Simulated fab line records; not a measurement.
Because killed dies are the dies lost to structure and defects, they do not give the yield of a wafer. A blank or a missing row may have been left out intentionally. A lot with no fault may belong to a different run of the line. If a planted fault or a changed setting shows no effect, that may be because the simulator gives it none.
Matching of chambers || flow n5 finfet || rie diel-04 running N5_BEOL_M8_STRIP_19: 4 sister chambers
The step strips in O2. 8 wafers are shown with their chamber, then 11 later ones without.

WAFERS WITH THEIR CHAMBER
{"wafer": "L080.1", "chamber": 2, "drypump motor current A (A)": 5.3, "throttle valve pct (%)": 16.56}
{"wafer": "L080.4", "chamber": 2, "drypump motor current A (A)": 5.3, "throttle valve pct (%)": 16.56}
{"wafer": "L080.6", "chamber": 3, "drypump motor current A (A)": 6.0, "throttle valve pct (%)": 16.25}
{"wafer": "L089.3", "chamber": 1, "drypump motor current A (A)": 6.2, "throttle valve pct (%)": 17.12}
{"wafer": "L093.1", "chamber": 0, "drypump motor current A (A)": 5.8, "throttle valve pct (%)": 16.52}
{"wafer": "L093.2", "chamber": 1, "drypump motor current A (A)": 6.2, "throttle valve pct (%)": 17.11}
{"wafer": "L093.4", "chamber": 3, "drypump motor current A (A)": 6.0, "throttle valve pct (%)": 16.26}
{"wafer": "L090.1", "chamber": 0, "drypump motor current A (A)": 5.7, "throttle valve pct (%)": 16.53}

WAFERS WITH NO CHAMBER GIVEN
{"wafer": "L090.4", "drypump motor current A (A)": 6.2, "throttle valve pct (%)": 17.14}
{"wafer": "L090.6", "drypump motor current A (A)": 6.0, "throttle valve pct (%)": 16.25}
{"wafer": "L092.3", "drypump motor current A (A)": 5.8, "throttle valve pct (%)": 16.53}
{"wafer": "L092.5", "drypump motor current A (A)": 5.3, "throttle valve pct (%)": 16.60}
{"wafer": "L092.6", "drypump motor current A (A)": 6.2, "throttle valve pct (%)": 17.12}
{"wafer": "L091.1", "drypump motor current A (A)": 6.0, "throttle valve pct (%)": 16.29}
{"wafer": "L091.2", "drypump motor current A (A)": 5.3, "throttle valve pct (%)": 16.63}
{"wafer": "L091.6", "drypump motor current A (A)": 6.0, "throttle valve pct (%)": 16.28}
{"wafer": "L097.2", "drypump motor current A (A)": 5.3, "throttle valve pct (%)": 16.64}
{"wafer": "L097.3", "drypump motor current A (A)": 6.2, "throttle valve pct (%)": 17.15}
{"wafer": "L097.5", "drypump motor current A (A)": 5.8, "throttle valve pct (%)": 16.55}

WHICH CHAMBER EACH WENT THROUGH
{"wafer": "L090.4", "from the rows above": 1, "in truth": 1}
{"wafer": "L090.6", "from the rows above": 3, "in truth": 3}
{"wafer": "L092.3", "from the rows above": 0, "in truth": 0}
{"wafer": "L092.5", "from the rows above": 2, "in truth": 2}
{"wafer": "L092.6", "from the rows above": 1, "in truth": 1}
{"wafer": "L091.1", "from the rows above": 3, "in truth": 3}
{"wafer": "L091.2", "from the rows above": 2, "in truth": 2}
{"wafer": "L091.6", "from the rows above": 3, "in truth": 3}
{"wafer": "L097.2", "from the rows above": 2, "in truth": 2}
{"wafer": "L097.3", "from the rows above": 1, "in truth": 1}
{"wafer": "L097.5", "from the rows above": 0, "in truth": 0}
11 of 11 placed correctly. Number that these rows cannot place: 0. Number placed wrongly: 0.
How it was worked out, from the rows above alone: a wafer's distance from a chamber is the root of the sum, over the readings, of the square of ((its reading less the chamber's mean) divided by the reading's scatter). The wafer belongs to the nearest chamber; if the next one is less than 2 further off, it can't be placed. The mean given for a chamber averages the wafers shown for that chamber. The scatter is the square root of a quotient: the sum, over the shown wafers, of each reading's squared deviation from its chamber's mean, divided by wafers minus chambers.
